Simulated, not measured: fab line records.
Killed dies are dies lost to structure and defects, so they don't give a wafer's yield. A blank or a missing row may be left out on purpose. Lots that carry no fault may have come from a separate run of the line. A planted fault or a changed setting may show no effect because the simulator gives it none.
fab line records | flow n5-finfet
[record] lots = 11 | wafers = 32 | last-day = 17
route steps=1938 shown BEOL_M8@1353 PASSIVATION@1936
lots that met no fault: from a run of the same line without faults
start-h: start of the lot's first displayed wafer, in hours after the record's first day | wait-h: how many hours have passed since the lot's step before this one | " the same as in the row above | L1.1+2: several wafers, shown together as one row | - no value, or no start was given | * or withheld: withheld | < > ~ a bound
route shown NAME@n: NAME is a module with steps in the file, n the number in the route of the first one | usual: mean/standard deviation taken from wafers without a fault | same: alike in all rows | chamber/n: place in a boat | sites: readings site by site | _std_site: their standard deviation | _edge_site: mean of outer sites minus mean of inner sites | radius-mm: for every site, how far away it sits from the centre of the wafer | mask NAME#n: copy n | behind: the most recent tool/chamber to have shaped the wafer | hold: why the lot was held/for how many hours/how that ended | device: names the non-switching transistor (n, p or np) | end of line: the same wafers' tests at the end of the route | where a step has no rows: the recipe by itself | killed: dies that structure and defects cost at the first sort, which is not the same as the wafer's yield | map: per-die view of a wafer (x killed, . not killed, _ where there is no die)
set.NAME: the run value of the setting; set.NAME@STEP: its run value at that earlier step | model.NAME: the simulator's own value behind a step, which no gauge read
steps of the route over a sample of lots; a table a step, a row a wafer
services: from which hour (start-h, from the record's first day; less than 0 if before it) a tool's chamber was out of use, for how many hours, and why
[[steps]]
[step N5_BEOL_M8_HM_OPEN_17]
[recipe] chemistry = Cl2/BCl3 | target-depth-a = 200 | overetch-a = 60 | target = TiN | mask-material = SOC | ion-energy-ev = 150 | pressure-mtorr = 10 | icp-w = 1000 | bias-w = 126 | Cl2_flow_sccm = 53.25 | bcl3-flow-sccm = 21.75 | Ar_flow_sccm = 25
[usual] drypump-motor-current-A = 5.4/0.47 | oes_ar_750_au = 0.74/0.088 | oes-product-au = 0.64/0.071 | throttle-valve-pct = 22.1/0.32
lot.wafer | tool         | chamber | start-h | wait-h | drypump-motor-current-A | oes_ar_750_au | oes-product-au | rf-hours-counter-h | throttle-valve-pct
L201.2    | rie-metal-01 | 1       | 209.41  | 0.0    | 5.0                     | 0.85          | 0.73           | 17                 | 21.7
L201.3    | "            | 0       | "       | "      | 4.9                     | 0.70          | 0.61           | -                  | 22.0
L201.5    | "            | 0       | "       | "      | 4.9                     | 0.69          | 0.61           | -                  | 22.0
L204.4    | rie-metal-02 | 1       | 229.79  | 0.1    | 5.9                     | 0.80          | 0.66           | -                  | 21.9
L204.5    | "            | 0       | "       | "      | 5.5                     | 0.75          | 0.66           | -                  | 22.2
L204.6    | "            | 1       | "       | "      | 5.9                     | 0.81          | 0.67           | -                  | 21.8
L205.3    | rie-metal-01 | 1       | 239.13  | 0.1    | 5.0                     | 0.83          | 0.71           | -                  | 21.7
L205.4    | "            | 0       | "       | "      | 4.9                     | 0.69          | 0.61           | -                  | 22.0
L205.5    | "            | 0       | "       | "      | 4.9                     | 0.69          | 0.60           | -                  | 22.0
L209.1    | rie-metal-02 | 0       | 272.42  | 0.0    | 5.5                     | 0.74          | 0.64           | 43                 | 22.2
L209.5    | "            | 1       | "       | "      | 5.9                     | 0.80          | 0.66           | -                  | 21.9
L209.6    | "            | 0       | "       | "      | 5.5                     | 0.74          | 0.65           | -                  | 22.2
L211.1    | rie-metal-02 | 0       | 279.88  | 0.0    | 5.5                     | 0.74          | 0.65           | 44                 | 22.2
L211.5    | "            | 0       | "       | "      | 5.5                     | 0.74          | 0.65           | -                  | 22.2
L211.6    | "            | 1       | "       | "      | 5.9                     | 0.79          | 0.65           | -                  | 21.8
L210.1    | rie-metal-02 | 1       | 283.29  | 0.0    | 6.0                     | 0.79          | 0.66           | 47                 | 21.8
L210.2    | "            | 0       | "       | "      | 5.5                     | 0.74          | 0.65           | 44                 | 22.2
L210.4    | "            | 0       | "       | "      | 5.5                     | 0.73          | 0.65           | -                  | 22.2
L214.3    | rie-metal-01 | 0       | 308.10  | 0.1    | 4.9                     | 0.68          | 0.60           | -                  | 22.0
L214.6    | "            | 1       | "       | "      | 5.0                     | 0.82          | 0.71           | -                  | 21.7
L216.2    | rie-metal-01 | 1       | 313.51  | 0.0    | 5.0                     | 0.81          | 0.69           | 24                 | 21.7
L216.4    | "            | 1       | "       | "      | 5.0                     | 0.82          | 0.69           | -                  | 21.7
L216.6    | "            | 0       | "       | "      | 4.9                     | 0.68          | 0.59           | -                  | 22.0
L221.1    | rie-metal-03 | 1       | 341.06  | 0.0    | 5.9                     | 0.97          | 0.83           | 1                  | 22.7
L221.2    | "            | 0       | "       | "      | 4.8                     | 0.66          | 0.58           | 84                 | 22.2
L221.3    | "            | 1       | "       | "      | 5.8                     | 0.96          | 0.83           | -                  | 22.7
L219.3    | rie-metal-03 | 1       | 341.62  | 0.1    | 5.8                     | 0.97          | 0.84           | -                  | 22.6
L219.5    | "            | 1       | "       | "      | 5.9                     | 0.97          | 0.83           | -                  | 22.7
L219.6    | "            | 0       | "       | "      | 4.8                     | 0.66          | 0.57           | -                  | 22.2
L220.1    | rie-metal-03 | 0       | 345.58  | 0.0    | 4.8                     | 0.66          | 0.57           | 85                 | 22.2
L220.4    | "            | 0       | "       | "      | 4.8                     | 0.65          | 0.57           | -                  | 22.2
L220.6    | "            | 1       | "       | "      | 5.9                     | 0.95          | 0.82           | -                  | 22.7
[step N5_BEOL_M8_ETCH_41]
[recipe] chemistry = CH3F/O2 | target = SiCN | target-depth-a = 319 | taper-deg = 2 | time-s = 57.8 | ion-energy-ev = 120 | mask-material = TiN | pressure-mtorr = 30 | source-w = 395 | bias-w = 75 | Ar_flow_sccm = 150 | CH3F_flow_sccm = 30 | O2_flow_sccm = 20
[usual] drypump-motor-current-A = 6.0/0.44 | oes-product-au = 0.80/0.1 | rf-vpp-V = 297.3/1.5 | showerhead-plenum-p-Torr = 2.00/0.065 | throttle-valve-pct = 16.24/0.27
lot.wafer | tool        | chamber | start-h | wait-h | drypump-motor-current-A | oes-product-au | rf-hours-counter-h | rf-vpp-V | showerhead-plenum-p-Torr | throttle-valve-pct
L201.2    | rie-diel-04 | 2       | 210.81  | -      | 6.4                     | 0.69           | 228                | 297.1    | 1.96                     | 16.61
L201.3    | "           | 1       | "       | "      | 6.1                     | 0.68           | 245                | 298.7    | 2.05                     | 16.19
L201.5    | "           | 3       | "       | "      | 6.1                     | 0.78           | -                  | 294.1    | 1.93                     | 16.12
L204.4    | rie-diel-03 | 2       | 231.77  | -      | 5.9                     | 0.69           | 243                | 299.0    | 2.06                     | 16.88
L204.5    | "           | 3       | "       | "      | 5.5                     | 0.87           | -                  | 297.6    | 1.96                     | 16.37
L204.6    | "           | 2       | "       | "      | 6.0                     | 0.69           | -                  | 297.3    | 2.06                     | 16.87
L205.3    | rie-diel-03 | 1       | 241.70  | -      | 6.6                     | 0.83           | 82                 | 294.8    | 1.95                     | 16.06
L205.4    | "           | 0       | "       | "      | 5.3                     | 0.69           | 213                | 296.7    | 1.99                     | 16.46
L205.5    | "           | 1       | "       | "      | 6.6                     | 0.83           | -                  | 295.9    | 1.95                     | 16.04
L209.1    | rie-diel-03 | 0       | 275.26  | -      | 5.3                     | 0.69           | 225                | 295.8    | 1.98                     | 16.47
L209.5    | "           | 1       | "       | "      | 6.6                     | 0.83           | -                  | 295.7    | 1.94                     | 16.08
L209.6    | "           | 2       | "       | "      | 6.0                     | 0.99           | -                  | 297.3    | 2.05                     | 16.45
L211.1    | rie-diel-03 | 3       | 281.57  | -      | 5.5                     | 0.84           | 78                 | 296.3    | 1.96                     | 16.40
L211.5    | "           | 2       | "       | "      | 6.0                     | 0.99           | -                  | 297.9    | 2.05                     | 16.47
L211.6    | "           | 3       | "       | "      | 5.5                     | 0.84           | -                  | 296.5    | 1.96                     | 16.40
L210.1    | rie-diel-03 | 0       | 286.17  | -      | 5.3                     | 0.69           | 228                | 296.7    | 1.98                     | 16.49
L210.2    | "           | 1       | "       | "      | 6.6                     | 0.82           | 95                 | 296.0    | 1.94                     | 16.08
L210.4    | "           | 2       | "       | "      | 6.0                     | 0.96           | 5                  | 299.4    | 2.05                     | 16.47
L214.3    | rie-diel-03 | 1       | 312.05  | -      | 6.6                     | 1.13           | 104                | 296.4    | 1.94                     | 16.11
L214.6    | "           | 2       | "       | "      | 6.0                     | 0.93           | -                  | 298.8    | 2.05                     | 16.49
L216.2    | rie-diel-03 | 2       | 316.08  | -      | 5.9                     | 0.94           | 16                 | 297.7    | 2.05                     | 16.50
L216.4    | "           | 1       | "       | "      | 6.6                     | 1.13           | 105                | 294.8    | 1.94                     | 16.10
L216.6    | "           | 0       | "       | "      | 5.4                     | 0.68           | -                  | 297.5    | 1.98                     | 16.51
L221.1    | rie-diel-04 | 0       | 344.23  | -      | 6.6                     | 0.95           | 5                  | 298.9    | 2.05                     | 15.78
L221.2    | "           | 2       | "       | "      | 6.3                     | 0.91           | 24                 | 297.2    | 1.94                     | 16.21
L221.3    | "           | 3       | "       | "      | 6.1                     | 0.74           | 180                | 295.1    | 1.91                     | 16.21
L219.3    | rie-diel-05 | 0       | 344.59  | -      | 5.8                     | 0.91           | 32                 | 300.2    | 2.11                     | 15.81
L219.5    | "           | 0       | "       | "      | 5.8                     | 0.89           | -                  | 300.5    | 2.11                     | 15.83
L219.6    | "           | 3       | "       | "      | 6.1                     | 0.89           | -                  | 297.2    | 2.04                     | 15.72
L220.1    | rie-diel-05 | 3       | 346.98  | -      | 6.1                     | 0.89           | 18                 | 298.8    | 2.04                     | 15.73
L220.4    | "           | 2       | "       | "      | 5.9                     | 0.88           | 51                 | 300.7    | 2.11                     | 16.14
L220.6    | "           | 2       | "       | "      | 6.0                     | 0.89           | -                  | 300.6    | 2.11                     | 16.14
[step N5_BEOL_M8_CD_MEAS_35]
[recipe] target-cd-nm = 40 | polarity = opening
[usual] cd-nm = 40.1/0.55
lot.wafer | tool      | chamber | start-h | wait-h | cd-nm
L201.2    | cd-sem-02 | -       | 211.09  | 0.0    | 40.2
L201.3    | "         | -       | "       | "      | 40.7
L201.5    | "         | -       | "       | "      | 40.4
L204.4    | cd-sem-03 | -       | 232.06  | 0.0    | 40.0
L204.5    | "         | -       | "       | "      | 40.5
L204.6    | "         | -       | "       | "      | 41.1
L205.3    | cd-sem-02 | -       | 241.98  | 0.0    | 39.9
L205.4    | "         | -       | "       | "      | 39.1
L205.5    | "         | -       | "       | "      | 40.9
L209.1    | cd-sem-01 | -       | 275.54  | 0.0    | 40.7
L209.5    | "         | -       | "       | "      | 40.2
L209.6    | "         | -       | "       | "      | 39.4
L211.1    | cd-sem-01 | -       | 281.85  | 0.0    | 39.0
L211.5    | "         | -       | "       | "      | 39.2
L211.6    | "         | -       | "       | "      | 39.7
L210.1    | cd-sem-01 | -       | 286.45  | 0.0    | 40.4
L210.2    | "         | -       | "       | "      | 40.8
L210.4    | "         | -       | "       | "      | 40.4
L214.3    | cd-sem-01 | -       | 312.34  | 0.0    | 39.8
L214.6    | "         | -       | "       | "      | 40.4
L216.2    | cd-sem-02 | -       | 316.36  | 0.0    | 41.0
L216.4    | "         | -       | "       | "      | 39.7
L216.6    | "         | -       | "       | "      | 40.9
L221.1    | cd-sem-03 | -       | 344.51  | 0.0    | 40.6
L221.2    | "         | -       | "       | "      | 39.8
L221.3    | "         | -       | "       | "      | 39.9
L219.3    | cd-sem-02 | -       | 344.87  | 0.0    | 40.3
L219.5    | "         | -       | "       | "      | 40.7
L219.6    | "         | -       | "       | "      | 39.9
L220.1    | cd-sem-01 | -       | 347.27  | 0.0    | 40.4
L220.4    | "         | -       | "       | "      | 40.6
L220.6    | "         | -       | "       | "      | 40.2
[step N5_BEOL_M8_SURFACE_TREAT_79]
[recipe] gas = Ar | time-s = * | ion-energy-ev = * | ion-current-ma-cm2 = 0.5 | pressure-mtorr = * | ar-flow-sccm = 30
[usual] throttle-valve-pct = *
lot.wafer | tool           | chamber | start-h | wait-h | throttle-valve-pct
L201.2    | pvd-sputter-03 | -       | 212.26  | 0.2    | *
L201.3    | "              | -       | "       | "      | *
L201.5    | "              | -       | "       | "      | *
L204.4    | pvd-sputter-03 | -       | 232.80  | 0.0    | *
L204.5    | "              | -       | "       | "      | *
L204.6    | "              | -       | "       | "      | *
L205.3    | pvd-sputter-02 | -       | 243.01  | 0.2    | *
L205.4    | "              | -       | "       | "      | *
L205.5    | "              | -       | "       | "      | *
L209.1    | pvd-sputter-02 | -       | 276.33  | 0.2    | *
L209.5    | "              | -       | "       | "      | *
L209.6    | "              | -       | "       | "      | *
L211.1    | pvd-sputter-02 | -       | 283.07  | 0.2    | *
L211.5    | "              | -       | "       | "      | *
L211.6    | "              | -       | "       | "      | *
L210.1    | pvd-sputter-01 | -       | 287.95  | 0.2    | *
L210.2    | "              | -       | "       | "      | *
L210.4    | "              | -       | "       | "      | *
L214.3    | pvd-sputter-01 | -       | 313.39  | 0.3    | *
L214.6    | "              | -       | "       | "      | *
L216.2    | pvd-sputter-02 | -       | 317.49  | 0.2    | *
L216.4    | "              | -       | "       | "      | *
L216.6    | "              | -       | "       | "      | *
L221.1    | pvd-sputter-02 | -       | 345.53  | 0.2    | *
L221.2    | "              | -       | "       | "      | *
L221.3    | "              | -       | "       | "      | *
L219.3    | pvd-sputter-03 | -       | 345.75  | 0.2    | *
L219.5    | "              | -       | "       | "      | *
L219.6    | "              | -       | "       | "      | *
L220.1    | pvd-sputter-01 | -       | 348.27  | 0.2    | *
L220.4    | "              | -       | "       | "      | *
L220.6    | "              | -       | "       | "      | *
[step N5_PASSIVATION_PROBE_49]
[usual] defect-limited-yield = 91.1/1.4 | killed_at_M0_to_M3 = 34/11 | killed_at_M4_up = 14/5.7 | killed-at-contacts = 14/6.9 | killed-at-front-end = 40/11 | killed-at-other = 4/3.1 | killed-dies = 105/17 | killed-open = 70/13 | killed-short = 34/7.6 | sort_bin_5_function = 5.3/0.95 | sort_bin_6_memory = 3.3/0.64 | sort-n-pass = 1075/17 | sort-yield-pct = 91.1/1.4
[same] gross-dies = 1180 | killed-at-back-side = 0 | sort_bin_4_leakage[%] = 0 | sort_bin_8_speed[%] = 0
lot.wafer | tool      | chamber | start-h | wait-h | defect-limited-yield[%] | killed_at_M0_to_M3 | killed_at_M4_up | killed-at-contacts | killed-at-front-end | killed-at-other | killed-dies | killed-open | killed-short | sort_bin_5_function[%] | sort_bin_6_memory[%] | sort-n-pass | sort-yield-pct[%]
L209.1    | prober-01 | -       | 343.49  | 0.0    | 91.3                    | 23                 | 6               | 20                 | 52                  | 2               | 103         | 71          | 32           | 5.1                    | 3.6                  | 1077        | 91.3
L209.5    | prober-01 | -       | 343.69  | 0.2    | 91.3                    | 47                 | 9               | 18                 | 24                  | 5               | 103         | 66          | 36           | 4.6                    | 3.9                  | 1077        | 91.3
L209.6    | prober-01 | -       | 343.74  | 0.3    | 90.6                    | 22                 | 12              | 14                 | 55                  | 8               | 111         | 72          | 39           | 5.6                    | 3.5                  | 1069        | 90.6
L211.5    | prober-01 | -       | 348.60  | 0.4    | 90.3                    | 52                 | 5               | 18                 | 37                  | 2               | 114         | 73          | 41           | 5.8                    | 3.6                  | 1066        | 90.3
L211.6    | prober-01 | -       | 348.65  | 0.5    | 93.5                    | 25                 | 22              | 11                 | 19                  | 0               | 77          | 56          | 21           | 4.3                    | 2.0                  | 1103        | 93.5
L210.1    | prober-01 | -       | 362.11  | 0.0    | 92.2                    | 38                 | 12              | 10                 | 27                  | 5               | 92          | 67          | 23           | 4.6                    | 3.1                  | 1088        | 92.2
L210.2    | prober-01 | -       | 362.16  | 0.1    | 92.1                    | 35                 | 10              | 13                 | 35                  | 0               | 93          | 65          | 26           | 4.6                    | 3.2                  | 1087        | 92.1
L210.4    | prober-01 | -       | 362.26  | 0.2    | 91.4                    | 47                 | 14              | 8                  | 31                  | 2               | 102         | 72          | 30           | 5.3                    | 3.1                  | 1078        | 91.4
// killed by level:class
L209.1 MOL_CONTACT_COAG:geometric-particle:open=13 BEOL_M3:geometric-particle:open=9 FIN_SAQP:geometric-particle:open=8 SPACER0:geometric-particle:open=8 MOL_CONTACT_COAG:geometric-particle:short=7 BEOL_M1:geometric-particle:open=6 GATE_CUT:geometric-particle:short=6 GATE_CUT:geometric-particle:open=6
L209.5 MOL_CONTACT_COAG:geometric-particle:open=15 BEOL_M2:geometric-particle:open=10 BEOL_M0_SAQP:geometric-particle:short=9 BEOL_M0_SAQP:geometric-particle:open=8 BEOL_M3:geometric-particle:open=8 BEOL_M4:geometric-particle:open=6 SPACER0:geometric-particle:short=4 GATE_CUT:geometric-particle:short=4
L209.6 FIN_SAQP:geometric-particle:open=16 GATE_CUT:geometric-particle:short=14 MOL_CONTACT_COAG:geometric-particle:open=13 DUMMY_GATE:geometric-particle:open=7 FIN_SAQP:geometric-particle:short=6 BEOL_M0_SAQP:geometric-particle:short=6 BEOL_M4:geometric-particle:open=6 BEOL_M1:geometric-particle:open=5
L211.5 BEOL_M1:geometric-particle:open=16 BEOL_M0_SAQP:geometric-particle:short=14 MOL_CONTACT_COAG:geometric-particle:open=13 STI_FIN_REVEAL:geometric-particle:open=11 BEOL_M0_SAQP:geometric-particle:open=11 FIN_SAQP:geometric-particle:short=7 FIN_SAQP:geometric-particle:open=5 MOL_CONTACT_COAG:geometric-particle:short=5
L211.6 BEOL_M0_SAQP:geometric-particle:open=8 STI_FIN_REVEAL:geometric-particle:open=6 MOL_CONTACT_COAG:geometric-particle:open=6 BEOL_M5:geometric-particle:open=6 MOL_CONTACT_COAG:geometric-particle:short=5 BEOL_M0_SAQP:geometric-particle:short=5 BEOL_M4:geometric-particle:open=5 BEOL_M6:geometric-particle:open=5
L210.1 BEOL_M2:geometric-particle:open=11 BEOL_M3:geometric-particle:open=10 MOL_CONTACT_COAG:geometric-particle:open=9 BEOL_M4:geometric-particle:open=7 FIN_SAQP:geometric-particle:open=5 FIN_SAQP:geometric-particle:short=4 DUMMY_GATE:geometric-particle:open=4 BEOL_M0_SAQP:geometric-particle:open=4
L210.2 BEOL_M3:geometric-particle:open=11 STI_FIN_REVEAL:geometric-particle:open=10 MOL_CONTACT_COAG:geometric-particle:open=9 BEOL_M0_SAQP:geometric-particle:open=6 BEOL_M1:geometric-particle:open=6 BEOL_M2:geometric-particle:open=5 FIN_SAQP:geometric-particle:short=4 MOL_CONTACT_COAG:geometric-particle:short=4
L210.4 BEOL_M2:geometric-particle:open=24 BEOL_M4:geometric-particle:open=11 FIN_SAQP:geometric-particle:short=9 BEOL_M0_SAQP:geometric-particle:open=8 MOL_CONTACT_COAG:geometric-particle:open=7 DUMMY_GATE:geometric-particle:open=4 GATE_CUT:geometric-particle:short=4 BEOL_M0_SAQP:geometric-particle:short=4
[[services]]
tool           | chamber | start-h | hours | kind
rie-diel-05    | 2       | 209.68  | -     | clean
rie-diel-05    | 2       | 209.68  | -     | consumable-replace:focus-ring
rie-diel-05    | 2       | 209.68  | -     | consumable-replace:showerhead
rie-diel-05    | 2       | 209.68  | 16.3  | scheduled-down
rie-diel-05    | 2       | 209.68  | 16.3  | vent-cycle
rie-diel-04    | -       | 223.43  | 2.3   | repair
pvd-sputter-03 | -       | 235.09  | 39.9  | repair
rie-diel-03    | 1       | 242.80  | 8.4   | repair
rie-metal-01   | -       | 243.20  | 14.6  | pm
rie-metal-02   | 1       | 247.55  | 14.2  | repair
rie-diel-03    | 2       | 252.65  | -     | clean
rie-diel-03    | 2       | 252.65  | -     | consumable-replace:focus-ring
rie-diel-03    | 2       | 252.65  | 16.5  | scheduled-down
rie-diel-03    | 2       | 252.65  | 16.5  | vent-cycle
rie-diel-04    | 3       | 254.77  | 12.9  | repair
rie-metal-03   | 1       | 307.70  | -     | clean
rie-metal-03   | 1       | 307.70  | 23.8  | scheduled-down
rie-metal-03   | 1       | 307.70  | 23.8  | vent-cycle
rie-diel-03    | 3       | 308.90  | 6.4   | repair
rie-metal-03   | -       | 321.59  | 1.4   | pm
rie-diel-04    | 3       | 323.50  | 7.8   | repair
rie-metal-02   | 1       | 326.92  | 5.5   | repair
rie-diel-04    | 0       | 329.44  | 10.8  | repair
rie-diel-03    | 0       | 331.16  | 12.6  | repair
[[key]]
[first-sign] step = N5_BEOL_M8_ETCH_41 | reading = oes-product-au | direction = up | sigmas = 3.3 | usual = 0.80 | struck = 1.13
effect none on later readings
met-at N5_BEOL_M8_ETCH_41
struck-lots L214,L216
struck-wafers L214.3,L216.4
not-acting-at N5_BEOL_M8_HM_OPEN_17,N5_BEOL_M8_CD_MEAS_35,N5_BEOL_M8_SURFACE_TREAT_79
onset-between 286.17 312.05
[fault] kind = process-parameter-drift | tool = rie-diel-03 | chamber = - | onset-h = 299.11 | steps = N5_BEOL_M8_ETCH_41 | channel = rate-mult | offset = 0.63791 | shape = step | end-h = 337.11 | scope = struck-wafers-only
